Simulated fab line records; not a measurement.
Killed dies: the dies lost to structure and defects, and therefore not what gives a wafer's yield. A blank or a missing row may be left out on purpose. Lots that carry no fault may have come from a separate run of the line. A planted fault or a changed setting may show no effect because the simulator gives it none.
Which tool was responsible? | flow nand_harc | 21 wafers from 7 lots sampled at 2 of the route's 1159 steps

WHAT EACH GAUGE READ, for each wafer
NHARC_P_M2_THK_MEAS_24: measures by xrf.
lot  | measured     | on            | thk_nm (nm)
L847 | day 6 06:35  | film_metro-02 | 146.8 145.0 144.5
L850 | day 7 06:01  | film_metro-02 | 144.5 143.7 144.0
L852 | day 7 19:58  | film_metro-02 | 145.4 141.6 144.4
L862 | day 10 06:23 | film_metro-02 | 146.3 142.8 145.5
L865 | day 10 22:23 | film_metro-01 | 146.3 147.1 146.6
L867 | day 11 15:02 | film_metro-01 | 142.1 144.7 140.6
L869 | day 12 14:59 | film_metro-01 | 142.9 144.5 140.9

TOOL THAT RAN EACH LOT (tool first, then ch and the chambers of the sampled wafers, then the start)
lot  | NHARC_P_M2_ETCH_28
L847 | rie_diel-12 ch 0,1,3, day 6 06:35 or earlier
L850 | rie_diel-06 ch 0,2, day 7 06:01 or earlier
L852 | rie_diel-06 ch 0,3, day 7 19:58 or earlier
L862 | rie_diel-13 ch 0,2, day 10 06:23 or earlier
L865 | rie_diel-06 ch 0,2,3, day 10 22:23 or earlier
L867 | rie_diel-06 ch 0,1,2, day 11 15:02 or earlier
L869 | rie_diel-06 ch 1,2,3, day 12 14:59 or earlier
- NHARC_P_M2_ETCH_28: etches the open film in CF4/N2, target depth 30 nm, time 72.99 s.

THE ANSWER, worked out from the rows above alone
Rule: the usual values come from the lots themselves. The widest of any qualifying gaps counts: lots, ordered by their means at a reading, are off when they make up no more than a third of the lots, leave a main group of 4 or more, and stand apart from it by 3 or more times the standard deviation of that group's means. A main group is skipped when, at the precision printed for the reading in the tables above, its means are all equal. Also off: a lot with no number at a reading for which 4 or more lots have one. All remaining lots with rows at the step are treated as sound.
Nothing can be told from this: no lot is off at any reading shown.

WHAT WAS PUT IN BY THE SIMULATOR
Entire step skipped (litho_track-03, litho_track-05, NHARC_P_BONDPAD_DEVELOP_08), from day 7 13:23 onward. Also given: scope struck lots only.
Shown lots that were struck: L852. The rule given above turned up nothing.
